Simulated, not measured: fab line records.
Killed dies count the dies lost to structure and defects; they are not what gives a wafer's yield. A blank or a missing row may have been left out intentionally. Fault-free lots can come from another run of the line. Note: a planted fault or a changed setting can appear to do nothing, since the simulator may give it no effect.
Matching of chambers :: flow nand_harc :: 3 sister chambers for NHARC_A_SGD_CUT_DEP_00 on pecvd-04
The step deposits SiNx, target thk 50 nm. 3 wafers are shown with their chamber, then 7 later ones without.

== WAFERS PAIRED WITH THEIR CHAMBERS ==
wafer: L080.2
chamber: 1
heater_power_w (W): 971

wafer: L083.1
chamber: 0
heater_power_w (W): 620

wafer: L083.3
chamber: 2
heater_power_w (W): 645

== WAFERS WITH NO CHAMBER GIVEN ==
wafer: L083.6
heater_power_w (W): 943

wafer: L095.1
heater_power_w (W): 539

wafer: L095.2
heater_power_w (W): 988

wafer: L095.6
heater_power_w (W): 631

wafer: L097.1
heater_power_w (W): 548

wafer: L097.3
heater_power_w (W): 641

wafer: L097.6
heater_power_w (W): 551

== THE CHAMBER EACH PASSED THROUGH ==
wafer: L083.6
from the rows above: 1
in truth: 1

wafer: L095.1
from the rows above: can't be placed: 0 or 2
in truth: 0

wafer: L095.2
from the rows above: 1
in truth: 1

wafer: L095.6
from the rows above: can't be placed: 0 or 2
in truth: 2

wafer: L097.1
from the rows above: can't be placed: 0 or 2
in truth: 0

wafer: L097.3
from the rows above: can't be placed: 2 or 0
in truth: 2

wafer: L097.6
from the rows above: can't be placed: 0 or 2
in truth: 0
2 of 7 placed correctly. Unplaceable from these rows: 5, with the true chamber sitting among the candidates in 5. Placed wrongly: 0.
How it was worked out, from the rows above alone: a wafer's distance from a chamber is the root of the sum, over the readings, of the square of ((its reading less the chamber's mean) divided by the reading's scatter). The wafer belongs to the nearest chamber; if the next one is less than 2 further off, it can't be placed. The mean given for a chamber averages the wafers shown for that chamber. The scatter: with one shown wafer a chamber, the root of the mean of the squares of how far each hidden wafer lies from its nearest shown one.
